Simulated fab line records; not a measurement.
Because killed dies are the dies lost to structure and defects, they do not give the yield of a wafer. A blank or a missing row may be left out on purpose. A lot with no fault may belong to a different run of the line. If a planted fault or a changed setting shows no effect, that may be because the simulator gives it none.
Matching of chambers :: flow nand_harc :: 4 sister chambers for NHARC_P_BONDPAD_DESCUM_11 on rie_diel-10
The step chemistry O2, time 3 s. 4 wafers are shown with their chamber, then 8 later ones without.

## WAFERS, EACH WITH ITS CHAMBER
wafer: L327.1
chamber: 0
drypump_motor_current_A (A): 5.7

wafer: L327.4
chamber: 3
drypump_motor_current_A (A): 5.7

wafer: L329.4
chamber: 2
drypump_motor_current_A (A): 5.2

wafer: L329.5
chamber: 1
drypump_motor_current_A (A): 5.1

## WAFERS WITH NO CHAMBER GIVEN
wafer: L329.6
drypump_motor_current_A (A): 5.3

wafer: L334.5
drypump_motor_current_A (A): 5.7

wafer: L334.6
drypump_motor_current_A (A): 5.8

wafer: L335.2
drypump_motor_current_A (A): 5.1

wafer: L335.3
drypump_motor_current_A (A): 5.2

wafer: L335.6
drypump_motor_current_A (A): 5.1

wafer: L338.5
drypump_motor_current_A (A): 5.1

wafer: L338.6
drypump_motor_current_A (A): 5.2

## THE CHAMBER EACH PASSED THROUGH
wafer: L329.6
from the rows above: 2
in truth: 2

wafer: L334.5
from the rows above: can't be placed: 0 or 3
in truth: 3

wafer: L334.6
from the rows above: can't be placed: 0 or 3
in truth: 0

wafer: L335.2
from the rows above: 1
in truth: 1

wafer: L335.3
from the rows above: 2
in truth: 2

wafer: L335.6
from the rows above: 1
in truth: 1

wafer: L338.5
from the rows above: 1
in truth: 1

wafer: L338.6
from the rows above: 2
in truth: 2
Placed correctly: 6 of 8. From these rows, 2 cannot be placed; in 2 the true chamber is one of the candidates. Wrongly placed: 0.
How it was worked out, from the rows above alone: a wafer's distance from a chamber is the root of the sum, over the readings, of the square of ((its reading less the chamber's mean) divided by the reading's scatter). The wafer belongs to the nearest chamber; if the next one is less than 2 further off, it can't be placed. The mean given for a chamber averages the wafers shown for that chamber. The scatter: root of mean squared gap, hidden wafer to nearest shown wafer, with one shown wafer a chamber.
